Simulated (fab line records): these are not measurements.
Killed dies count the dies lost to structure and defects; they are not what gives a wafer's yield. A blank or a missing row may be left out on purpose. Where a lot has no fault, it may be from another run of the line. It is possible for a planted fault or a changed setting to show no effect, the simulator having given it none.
What tool caused it? / flow nand_harc / 12 lots, 36 wafers sampled, at 5 steps of a route of 1302

WHAT EACH GAUGE READ, for each wafer
NHARC_END_SORT_01. Usual: killed_at_array 58, standard deviation 22; killed_at_other 1.0, standard deviation 1.3; killed_at_periphery 5, standard deviation 3.4; killed_dies 64, standard deviation 22; killed_open 3.6, standard deviation 1.8; killed_short 2.4, standard deviation 1.7.
lot=L159; measured=day 24 23:37; on=prober-02; killed_at_array=48 57 49; killed_at_other=0 0 0; killed_at_periphery=9 5 5; killed_dies=57 62 54; killed_open=3 3 3; killed_short=5 4 2; flag=
lot=L164; measured=day 26 22:16; on=prober-02; killed_at_array=40 41 64; killed_at_other=2 0 1; killed_at_periphery=12 5 9; killed_dies=54 46 74; killed_open=1 5 6; killed_short=3 1 4; flag=
lot=L173; measured=day 30 09:10; on=prober-02; killed_at_array=671 666 669; killed_at_other=3 1 0; killed_at_periphery=3 10 8; killed_dies=677 677 677; killed_open=1 3 5; killed_short=3 6 5; flag=OFF
lot=L172; measured=day 30 07:26; on=prober-01; killed_at_array=672 675 675; killed_at_other=0 0 1; killed_at_periphery=5 2 1; killed_dies=677 677 677; killed_open=7 4 1; killed_short=6 2 8; flag=OFF
lot=L175; measured=day 31 03:25; on=prober-02; killed_at_array=66 80 64; killed_at_other=1 0 0; killed_at_periphery=11 8 6; killed_dies=78 88 70; killed_open=3 8 3; killed_short=1 0 3; flag=

TOOL THAT RAN EACH LOT (tool first, then ch and the chambers of the sampled wafers, then the start)
lot=L158; NHARC_A_STAIRCASE_TRIM_200=rie_diel-02 ch 0,1,3, day 16 10:41 or earlier; NHARC_A_STAIRCASE_ETCH_223=rie_diel-10 ch 1,2,3, day 16 10:41 or earlier; NHARC_A_STAIRCASE_ETCH_225=rie_diel-10 ch 1,3, day 16 10:41 or earlier; NHARC_A_STAIRCASE_ETCH_230=rie_diel-01 ch 0,1,2, day 16 10:41
lot=L159; NHARC_A_STAIRCASE_TRIM_200=rie_diel-10 ch 2,3, day 16 13:20 or earlier; NHARC_A_STAIRCASE_ETCH_223=rie_diel-01 ch 0,1,2, day 16 13:20 or earlier; NHARC_A_STAIRCASE_ETCH_225=rie_diel-01 ch 0,1,2, day 16 13:20 or earlier; NHARC_A_STAIRCASE_ETCH_230=rie_diel-10 ch 1,3, day 16 13:20
lot=L160; NHARC_A_STAIRCASE_TRIM_200=rie_diel-02 ch 0,2, day 17 06:10 or earlier; NHARC_A_STAIRCASE_ETCH_223=rie_diel-10 ch 1,2,3, day 17 06:10 or earlier; NHARC_A_STAIRCASE_ETCH_225=rie_diel-10 ch 0,1,2, day 17 06:10 or earlier; NHARC_A_STAIRCASE_ETCH_230=rie_diel-10 ch 0,2,3, day 17 06:10
lot=L163; NHARC_A_STAIRCASE_TRIM_200=rie_diel-10 ch 0,1,2, day 18 13:05 or earlier; NHARC_A_STAIRCASE_ETCH_223=rie_diel-10 ch 0,1,3, day 18 13:05 or earlier; NHARC_A_STAIRCASE_ETCH_225=rie_diel-10 ch 0,2, day 18 13:05 or earlier; NHARC_A_STAIRCASE_ETCH_230=rie_diel-01 ch 1,2,3, day 18 13:05
lot=L164; NHARC_A_STAIRCASE_TRIM_200=rie_diel-02 ch 1,2,3, day 18 15:53 or earlier; NHARC_A_STAIRCASE_ETCH_223=rie_diel-02 ch 1,2,3, day 18 15:53 or earlier; NHARC_A_STAIRCASE_ETCH_225=rie_diel-02 ch 1,2,3, day 18 15:53 or earlier; NHARC_A_STAIRCASE_ETCH_230=rie_diel-02 ch 0,1,2, day 18 15:53
lot=L165; NHARC_A_STAIRCASE_TRIM_200=rie_diel-02 ch 0,2, day 19 02:34 or earlier; NHARC_A_STAIRCASE_ETCH_223=rie_diel-02 ch 0,2,3, day 19 02:34 or earlier; NHARC_A_STAIRCASE_ETCH_225=rie_diel-02 ch 1,2, day 19 02:34 or earlier; NHARC_A_STAIRCASE_ETCH_230=rie_diel-01 ch 0,2,3, day 19 02:34
lot=L173; NHARC_A_STAIRCASE_TRIM_200=rie_diel-02 ch 0,1, day 22 03:22 or earlier; NHARC_A_STAIRCASE_ETCH_223=rie_diel-01 ch 0,1,2, day 22 03:22 or earlier; NHARC_A_STAIRCASE_ETCH_225=rie_diel-01 ch 0,3, day 22 03:22 or earlier; NHARC_A_STAIRCASE_ETCH_230=rie_diel-01 ch 0,3, day 22 03:22
lot=L172; NHARC_A_STAIRCASE_TRIM_200=rie_diel-02 ch 0,1,3, day 22 05:29 or earlier; NHARC_A_STAIRCASE_ETCH_223=rie_diel-10 ch 0,3, day 22 05:29 or earlier; NHARC_A_STAIRCASE_ETCH_225=rie_diel-10 ch 0,2, day 22 05:29 or earlier; NHARC_A_STAIRCASE_ETCH_230=rie_diel-01 ch 0,2,3, day 22 05:29
lot=L175; NHARC_A_STAIRCASE_TRIM_200=rie_diel-02 ch 1,2,3, day 23 02:41 or earlier; NHARC_A_STAIRCASE_ETCH_223=rie_diel-01 ch 1,2,3, day 23 02:41 or earlier; NHARC_A_STAIRCASE_ETCH_225=rie_diel-01 ch 0,1, day 23 02:41 or earlier; NHARC_A_STAIRCASE_ETCH_230=rie_diel-02 ch 1,2,3, day 23 02:41
lot=L176; NHARC_A_STAIRCASE_TRIM_200=rie_diel-10 ch 0,3, day 23 19:35 or earlier; NHARC_A_STAIRCASE_ETCH_223=rie_diel-01 ch 0,1,2, day 23 19:35 or earlier; NHARC_A_STAIRCASE_ETCH_225=rie_diel-01 ch 0,1,3, day 23 19:35 or earlier; NHARC_A_STAIRCASE_ETCH_230=rie_diel-02 ch 0,1, day 23 19:35
lot=L179; NHARC_A_STAIRCASE_TRIM_200=rie_diel-10 ch 0,1,3, day 24 22:37 or earlier; NHARC_A_STAIRCASE_ETCH_223=rie_diel-01 ch 0,1,2, day 24 22:37 or earlier; NHARC_A_STAIRCASE_ETCH_225=rie_diel-01 ch 1,2,3, day 24 22:37 or earlier; NHARC_A_STAIRCASE_ETCH_230=rie_diel-10 ch 0,1,3, day 24 22:37
lot=L180; NHARC_A_STAIRCASE_TRIM_200=rie_diel-02 ch 0,2,3, day 25 09:32 or earlier; NHARC_A_STAIRCASE_ETCH_223=rie_diel-02 ch 0,1,3, day 25 09:32 or earlier; NHARC_A_STAIRCASE_ETCH_225=rie_diel-02 ch 2,3, day 25 09:32 or earlier; NHARC_A_STAIRCASE_ETCH_230=rie_diel-02 ch 1,3, day 25 09:32
- NHARC_A_STAIRCASE_TRIM_200: chemistry O2, time 211.2 s.
- NHARC_A_STAIRCASE_ETCH_223: etches the open film in C4F8/O2, target depth 100 nm, time 40.5 s.
- NHARC_A_STAIRCASE_ETCH_225: etches the open film in C4F8/O2, target depth 100 nm, time 40.5 s.
- NHARC_A_STAIRCASE_ETCH_230: etches the open film in C4F8/O2, target depth 100 nm, time 40.5 s.

AS READ BY THE TOOLS THEMSELVES (means over the sampled wafers that have a number; for cases with no such wafer, the mark the record gives instead)
NHARC_A_STAIRCASE_TRIM_200. Usual: drypump_motor_current_A 5.8 A, standard deviation 0.35; oes_product_au 1.008 a.u., standard deviation 0.012; rf_vpp_V 57.9 V, standard deviation 0.88; showerhead_plenum_p_Torr 3.57 Torr, standard deviation 0.17; throttle_valve_pct 17.037 %, standard deviation 0.0087.
lot=L158; tool=rie_diel-02; drypump_motor_current_A (A)=5.9; oes_product_au (a.u.)=1.004; rf_vpp_V (V)=58.4; showerhead_plenum_p_Torr (Torr)=3.59; throttle_valve_pct (%)=17.032; flag=
lot=L159; tool=rie_diel-10; drypump_motor_current_A (A)=5.6; oes_product_au (a.u.)=1.000; rf_vpp_V (V)=57.3; showerhead_plenum_p_Torr (Torr)=3.41; throttle_valve_pct (%)=17.040; flag=
lot=L160; tool=rie_diel-02; drypump_motor_current_A (A)=6.1; oes_product_au (a.u.)=1.003; rf_vpp_V (V)=58.3; showerhead_plenum_p_Torr (Torr)=3.37; throttle_valve_pct (%)=17.037; flag=
lot=L163; tool=rie_diel-10; drypump_motor_current_A (A)=5.5; oes_product_au (a.u.)=1.017; rf_vpp_V (V)=57.3; showerhead_plenum_p_Torr (Torr)=3.53; throttle_valve_pct (%)=17.033; flag=
lot=L164; tool=rie_diel-02; drypump_motor_current_A (A)=6.0; oes_product_au (a.u.)=1.014; rf_vpp_V (V)=57.8; showerhead_plenum_p_Torr (Torr)=3.55; throttle_valve_pct (%)=17.034; flag=
lot=L165; tool=rie_diel-02; drypump_motor_current_A (A)=6.1; oes_product_au (a.u.)=1.009; rf_vpp_V (V)=56.8; showerhead_plenum_p_Torr (Torr)=3.40; throttle_valve_pct (%)=17.038; flag=
lot=L173; tool=rie_diel-02; drypump_motor_current_A (A)=6.2; oes_product_au (a.u.)=1.009; rf_vpp_V (V)=57.9; showerhead_plenum_p_Torr (Torr)=3.45; throttle_valve_pct (%)=17.038; flag=
lot=L172; tool=rie_diel-02; drypump_motor_current_A (A)=5.9; oes_product_au (a.u.)=1.006; rf_vpp_V (V)=58.5; showerhead_plenum_p_Torr (Torr)=3.57; throttle_valve_pct (%)=17.032; flag=
lot=L175; tool=rie_diel-02; drypump_motor_current_A (A)=6.0; oes_product_au (a.u.)=1.007; rf_vpp_V (V)=57.6; showerhead_plenum_p_Torr (Torr)=3.53; throttle_valve_pct (%)=17.037; flag=
lot=L176; tool=rie_diel-10; drypump_motor_current_A (A)=5.6; oes_product_au (a.u.)=1.000; rf_vpp_V (V)=58.7; showerhead_plenum_p_Torr (Torr)=3.70; throttle_valve_pct (%)=17.042; flag=
lot=L179; tool=rie_diel-10; drypump_motor_current_A (A)=5.7; oes_product_au (a.u.)=1.009; rf_vpp_V (V)=58.1; showerhead_plenum_p_Torr (Torr)=3.63; throttle_valve_pct (%)=17.040; flag=
lot=L180; tool=rie_diel-02; drypump_motor_current_A (A)=5.9; oes_product_au (a.u.)=1.006; rf_vpp_V (V)=57.9; showerhead_plenum_p_Torr (Torr)=3.49; throttle_valve_pct (%)=17.041; flag=

NHARC_A_STAIRCASE_ETCH_223. Usual: oes_product_au 0.946 a.u., standard deviation 0.013; rf_fwd_power_W 592 W, standard deviation 3.3; rf_vpp_V 898 V, standard deviation 5.6.
lot=L158; tool=rie_diel-10; oes_product_au (a.u.)=0.936; rf_fwd_power_W (W)=597; rf_vpp_V (V)=895; flag=
lot=L159; tool=rie_diel-01; oes_product_au (a.u.)=0.955; rf_fwd_power_W (W)=594; rf_vpp_V (V)=898; flag=
lot=L160; tool=rie_diel-10; oes_product_au (a.u.)=0.951; rf_fwd_power_W (W)=595; rf_vpp_V (V)=895; flag=
lot=L163; tool=rie_diel-10; oes_product_au (a.u.)=0.940; rf_fwd_power_W (W)=592; rf_vpp_V (V)=901; flag=
lot=L164; tool=rie_diel-02; oes_product_au (a.u.)=0.955; rf_fwd_power_W (W)=590; rf_vpp_V (V)=896; flag=
lot=L165; tool=rie_diel-02; oes_product_au (a.u.)=0.950; rf_fwd_power_W (W)=590; rf_vpp_V (V)=895; flag=
lot=L173; tool=rie_diel-01; oes_product_au (a.u.)=0.948; rf_fwd_power_W (W)=593; rf_vpp_V (V)=897; flag=
lot=L172; tool=rie_diel-10; oes_product_au (a.u.)=0.924; rf_fwd_power_W (W)=590; rf_vpp_V (V)=900; flag=
lot=L175; tool=rie_diel-01; oes_product_au (a.u.)=0.946; rf_fwd_power_W (W)=591; rf_vpp_V (V)=900; flag=
lot=L176; tool=rie_diel-01; oes_product_au (a.u.)=0.941; rf_fwd_power_W (W)=594; rf_vpp_V (V)=898; flag=
lot=L179; tool=rie_diel-01; oes_product_au (a.u.)=0.928; rf_fwd_power_W (W)=594; rf_vpp_V (V)=897; flag=
lot=L180; tool=rie_diel-02; oes_product_au (a.u.)=0.947; rf_fwd_power_W (W)=589; rf_vpp_V (V)=897; flag=

NHARC_A_STAIRCASE_ETCH_225. Usual: oes_product_au 0.947 a.u., standard deviation 0.013; rf_fwd_power_W 592 W, standard deviation 3.4; rf_vpp_V 898 V, standard deviation 5.6.
lot=L158; tool=rie_diel-10; oes_product_au (a.u.)=0.939; rf_fwd_power_W (W)=593; rf_vpp_V (V)=900; flag=
lot=L159; tool=rie_diel-01; oes_product_au (a.u.)=0.952; rf_fwd_power_W (W)=592; rf_vpp_V (V)=898; flag=
lot=L160; tool=rie_diel-10; oes_product_au (a.u.)=0.961; rf_fwd_power_W (W)=594; rf_vpp_V (V)=897; flag=
lot=L163; tool=rie_diel-10; oes_product_au (a.u.)=0.942; rf_fwd_power_W (W)=593; rf_vpp_V (V)=892; flag=
lot=L164; tool=rie_diel-02; oes_product_au (a.u.)=0.950; rf_fwd_power_W (W)=591; rf_vpp_V (V)=896; flag=
lot=L165; tool=rie_diel-02; oes_product_au (a.u.)=0.937; rf_fwd_power_W (W)=589; rf_vpp_V (V)=891; flag=
lot=L173; tool=rie_diel-01; oes_product_au (a.u.)=0.967; rf_fwd_power_W (W)=590; rf_vpp_V (V)=898; flag=
lot=L172; tool=rie_diel-10; oes_product_au (a.u.)=0.954; rf_fwd_power_W (W)=592; rf_vpp_V (V)=904; flag=
lot=L175; tool=rie_diel-01; oes_product_au (a.u.)=0.952; rf_fwd_power_W (W)=592; rf_vpp_V (V)=895; flag=
lot=L176; tool=rie_diel-01; oes_product_au (a.u.)=0.942; rf_fwd_power_W (W)=591; rf_vpp_V (V)=897; flag=
lot=L179; tool=rie_diel-01; oes_product_au (a.u.)=0.938; rf_fwd_power_W (W)=592; rf_vpp_V (V)=899; flag=
lot=L180; tool=rie_diel-02; oes_product_au (a.u.)=0.946; rf_fwd_power_W (W)=592; rf_vpp_V (V)=899; flag=

NHARC_A_STAIRCASE_ETCH_230. Usual: oes_product_au 0.955 a.u., standard deviation 0.018; rf_fwd_power_W 592 W, standard deviation 3.4; rf_vpp_V 898 V, standard deviation 5.6.
lot=L158; tool=rie_diel-01; oes_product_au (a.u.)=0.926; rf_fwd_power_W (W)=594; rf_vpp_V (V)=898; flag=
lot=L159; tool=rie_diel-10; oes_product_au (a.u.)=0.980; rf_fwd_power_W (W)=594; rf_vpp_V (V)=898; flag=
lot=L160; tool=rie_diel-10; oes_product_au (a.u.)=0.951; rf_fwd_power_W (W)=591; rf_vpp_V (V)=897; flag=
lot=L163; tool=rie_diel-01; oes_product_au (a.u.)=0.933; rf_fwd_power_W (W)=590; rf_vpp_V (V)=901; flag=
lot=L164; tool=rie_diel-02; oes_product_au (a.u.)=0.953; rf_fwd_power_W (W)=588; rf_vpp_V (V)=893; flag=
lot=L165; tool=rie_diel-01; oes_product_au (a.u.)=0.972; rf_fwd_power_W (W)=593; rf_vpp_V (V)=901; flag=
lot=L173; tool=rie_diel-01; oes_product_au (a.u.)=1.186; rf_fwd_power_W (W)=828; rf_vpp_V (V)=900; flag=OFF
lot=L172; tool=rie_diel-01; oes_product_au (a.u.)=1.226; rf_fwd_power_W (W)=832; rf_vpp_V (V)=901; flag=OFF
lot=L175; tool=rie_diel-02; oes_product_au (a.u.)=0.956; rf_fwd_power_W (W)=591; rf_vpp_V (V)=896; flag=
lot=L176; tool=rie_diel-02; oes_product_au (a.u.)=0.985; rf_fwd_power_W (W)=590; rf_vpp_V (V)=894; flag=
lot=L179; tool=rie_diel-10; oes_product_au (a.u.)=0.963; rf_fwd_power_W (W)=595; rf_vpp_V (V)=898; flag=
lot=L180; tool=rie_diel-02; oes_product_au (a.u.)=0.938; rf_fwd_power_W (W)=593; rf_vpp_V (V)=901; flag=

THE ANSWER, worked out from the rows above alone
Rule: lot off if the mean of its wafers having a number is beyond 3 standard deviations from the usual mean. Also off: a lot with no number at a reading for which 4 or more lots have one. The other lots that the step has rows for count as sound. Order of review: gauges by route order, followed by the tools' own readings, for which a lot's mean as printed above is used. At the first step where some lot is off, the reading lying furthest off is the one used; lots without a number count as furthest.
Off, at NHARC_END_SORT_01 on killed_at_array: L173, L172. Neither off nor sound, because the step has no rows for them: L158, L160, L163, L165, L176, L179, L180.
A tool fits if, at a process step before that reading, it ran every lot that is off, and no sound lot after the first of them. The gauges at NHARC_END_SORT_01 aren't tried: what is off there is off at NHARC_A_STAIRCASE_ETCH_230 too, on other tools, and a gauge's error can't cause that. NHARC_A_STAIRCASE_TRIM_200: start missing for some lots; hours and lot order therefore follow NHARC_A_STAIRCASE_ETCH_230. NHARC_A_STAIRCASE_ETCH_223: start missing for some lots; hours and lot order therefore follow NHARC_A_STAIRCASE_ETCH_230. NHARC_A_STAIRCASE_ETCH_225: start missing for some lots; hours and lot order therefore follow NHARC_A_STAIRCASE_ETCH_230. One candidate fits, namely rie_diel-01 at NHARC_A_STAIRCASE_ETCH_230. It ran no sound lot before its first lot that is off in this sample, so the start can't be narrowed down.
The tool's own readings at NHARC_A_STAIRCASE_ETCH_230 bear it out: on the lots that are off they differ by more than 5 times the standard deviation of the sound lots' means. oes_product_au reads 1.206 a.u. there against 0.963 a.u. on the sound lots; rf_fwd_power_W reads 830 W there against 591 W on the sound lots.

WHAT THE SIMULATOR PUT IN
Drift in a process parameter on rie_diel-01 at NHARC_A_STAIRCASE_ETCH_230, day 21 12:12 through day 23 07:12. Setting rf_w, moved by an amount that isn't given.
Lots struck among those shown: L172, L173. The same result came from the rule above.
